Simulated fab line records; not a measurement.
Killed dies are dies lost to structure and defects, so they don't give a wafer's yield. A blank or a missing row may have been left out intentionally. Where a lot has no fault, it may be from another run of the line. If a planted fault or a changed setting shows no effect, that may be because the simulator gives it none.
Which of the tools did it? || flow n5Finfet || 36 wafers from 12 lots sampled at 5 of the route's 1938 steps

== WHAT THE GAUGES SHOWED, per wafer ==
N5_MOL_CONTACT_COAG_CD_MEAS_99 targets a cd of 17.2 nm.
{"lot": "L075", "measured": "day 4 20:30", "on": "cdSem-01", "cdNm (nm)": "17.3 17.7 17.4"}
{"lot": "L077", "measured": "day 5 14:01", "on": "cdSem-02", "cdNm (nm)": "16.8 16.8 16.9"}
{"lot": "L079", "measured": "day 6 02:02", "on": "cdSem-03", "cdNm (nm)": "17.2 17.1 17.0"}
{"lot": "L081", "measured": "day 6 13:44", "on": "cdSem-03", "cdNm (nm)": "17.3 17.0 17.2"}
{"lot": "L083", "measured": "day 7 01:03", "on": "cdSem-03", "cdNm (nm)": "17.0 17.0 17.5"}
{"lot": "L085", "measured": "day 7 19:34", "on": "cdSem-03", "cdNm (nm)": "17.5 17.3 18.0"}
{"lot": "L087", "measured": "day 8 05:28", "on": "cdSem-03", "cdNm (nm)": "17.5 17.3 17.4"}
{"lot": "L089", "measured": "day 8 13:05", "on": "cdSem-03", "cdNm (nm)": "17.4 17.6 17.3"}
{"lot": "L091", "measured": "day 9 00:43", "on": "cdSem-01", "cdNm (nm)": "17.2 17.4 17.7"}
{"lot": "L093", "measured": "day 9 12:25", "on": "cdSem-01", "cdNm (nm)": "16.7 17.2 16.9"}
{"lot": "L095", "measured": "day 10 01:31", "on": "cdSem-02", "cdNm (nm)": "17.1 17.0 17.1"}
{"lot": "L097", "measured": "day 10 08:37", "on": "cdSem-01", "cdNm (nm)": "17.5 17.8 17.3"}

== WHAT TOOL EACH LOT RAN ON (gives the tool, then ch and the chambers of the sampled wafers, and finally the start) ==
{"lot": "L075", "N5_GATE_CUT_ETCH_36": "rieDiel-04 ch 1,3, day 4 16:19", "N5_GATE_CUT_CUT_ETCH_53": "rieMetal-01 ch 0,1, day 4 16:41", "N5_GATE_CUT_ETCH_47": "rieMetal-01 ch 0,1, day 4 16:49", "N5_GATE_CUT_CMP_61": "cmp-04 ch 0,2,3, day 4 19:26"}
{"lot": "L077", "N5_GATE_CUT_ETCH_36": "rieDiel-04 ch 0,2,3, day 5 09:18", "N5_GATE_CUT_CUT_ETCH_53": "rieMetal-02 ch 1, day 5 09:38", "N5_GATE_CUT_ETCH_47": "rieMetal-02 ch 1, day 5 09:47", "N5_GATE_CUT_CMP_61": "cmp-04 ch 0,1, day 5 12:32"}
{"lot": "L079", "N5_GATE_CUT_ETCH_36": "rieDiel-06 ch 0,1, day 5 21:41", "N5_GATE_CUT_CUT_ETCH_53": "rieMetal-03 ch 0,1, day 5 22:01", "N5_GATE_CUT_ETCH_47": "rieMetal-03 ch 0,1, day 5 22:10", "N5_GATE_CUT_CMP_61": "cmp-03 ch 0,1,2, day 6 01:01"}
{"lot": "L081", "N5_GATE_CUT_ETCH_36": "rieDiel-02 ch 2,3, day 6 09:37", "N5_GATE_CUT_CUT_ETCH_53": "rieMetal-03 ch 0,1, day 6 09:58", "N5_GATE_CUT_ETCH_47": "rieMetal-03 ch 0,1, day 6 10:07", "N5_GATE_CUT_CMP_61": "cmp-04 ch 0,2,3, day 6 12:46"}
{"lot": "L083", "N5_GATE_CUT_ETCH_36": "rieDiel-04 ch 1,2, day 6 20:48", "N5_GATE_CUT_CUT_ETCH_53": "rieMetal-03 ch 0,1, day 6 21:08", "N5_GATE_CUT_ETCH_47": "rieMetal-03 ch 0,1, day 6 21:17", "N5_GATE_CUT_CMP_61": "cmp-04 ch 0,2,3, day 6 23:53"}
{"lot": "L085", "N5_GATE_CUT_ETCH_36": "rieDiel-06 ch 0,1,3, day 7 15:19", "N5_GATE_CUT_CUT_ETCH_53": "rieMetal-01 ch 0,1, day 7 15:41", "N5_GATE_CUT_ETCH_47": "rieMetal-01 ch 0,1, day 7 15:49", "N5_GATE_CUT_CMP_61": "cmp-03 ch 0,3, day 7 18:23"}
{"lot": "L087", "N5_GATE_CUT_ETCH_36": "rieDiel-04 ch 1,2,3, day 8 01:08", "N5_GATE_CUT_CUT_ETCH_53": "rieMetal-02 ch 0,1, day 8 01:28", "N5_GATE_CUT_ETCH_47": "rieMetal-02 ch 0,1, day 8 01:37", "N5_GATE_CUT_CMP_61": "cmp-02 ch 0,1, day 8 04:13"}
{"lot": "L089", "N5_GATE_CUT_ETCH_36": "rieDiel-04 ch 0,2,3, day 8 08:57", "N5_GATE_CUT_CUT_ETCH_53": "rieMetal-02 ch 0,1, day 8 09:17", "N5_GATE_CUT_ETCH_47": "rieMetal-02 ch 0,1, day 8 09:26", "N5_GATE_CUT_CMP_61": "cmp-04 ch 1,2,3, day 8 12:02"}
{"lot": "L091", "N5_GATE_CUT_ETCH_36": "rieDiel-06 ch 0,1,3, day 8 20:33", "N5_GATE_CUT_CUT_ETCH_53": "rieMetal-01 ch 0,1, day 8 20:53", "N5_GATE_CUT_ETCH_47": "rieMetal-01 ch 0,1, day 8 21:02", "N5_GATE_CUT_CMP_61": "cmp-04 ch 0,2,3, day 8 23:40"}
{"lot": "L093", "N5_GATE_CUT_ETCH_36": "rieDiel-04 ch 0,1,3, day 9 08:17", "N5_GATE_CUT_CUT_ETCH_53": "rieMetal-01 ch 0,1, day 9 08:38", "N5_GATE_CUT_ETCH_47": "rieMetal-01 ch 0,1, day 9 08:47", "N5_GATE_CUT_CMP_61": "cmp-02 ch 0,2,3, day 9 11:25"}
{"lot": "L095", "N5_GATE_CUT_ETCH_36": "rieDiel-06 ch 0,2,3, day 9 20:27", "N5_GATE_CUT_CUT_ETCH_53": "rieMetal-02 ch 0,1, day 9 20:47", "N5_GATE_CUT_ETCH_47": "rieMetal-02 ch 0,1, day 9 20:56", "N5_GATE_CUT_CMP_61": "cmp-02 ch 0,2,3, day 10 00:32"}
{"lot": "L097", "N5_GATE_CUT_ETCH_36": "rieDiel-06 ch 0,1,2, day 10 04:29", "N5_GATE_CUT_CUT_ETCH_53": "rieMetal-03 ch 0,1, day 10 04:50", "N5_GATE_CUT_ETCH_47": "rieMetal-03 ch 0,1, day 10 04:59", "N5_GATE_CUT_CMP_61": "cmp-02 ch 0,1,3, day 10 07:37"}
- N5_GATE_CUT_ETCH_36: etches SiARC in CF4, target depth 13 nm, time 21.7 s.
- N5_GATE_CUT_CUT_ETCH_53: etches W in SF6/Cl2, target depth 79.2 nm.
- N5_GATE_CUT_ETCH_47: etches SiO2 in Cl2/BCl3, target depth 10 nm.
- N5_GATE_CUT_CMP_61: polishes, stops on SiNx, t overpolish 3 s.

== THE ANSWER, worked out from the rows above alone ==
Rule: usual is defined by the lots themselves. The widest of any qualifying gaps counts: lots, ordered by their means at a reading, are off when they make up no more than a third of the lots, leave a main group of 4 or more, and stand apart from it by 3 or more times the standard deviation of that group's means. The tables above print the reading to a certain number of digits; a main group whose means all agree to those digits is not used. Also off: a lot with no number at a reading for which 4 or more lots have one. Where the step has rows for the other lots, those lots are counted as sound.
Nothing can be told from this: no lot is off at any reading shown.

== WHAT HAD BEEN PUT IN BY THE SIMULATOR ==
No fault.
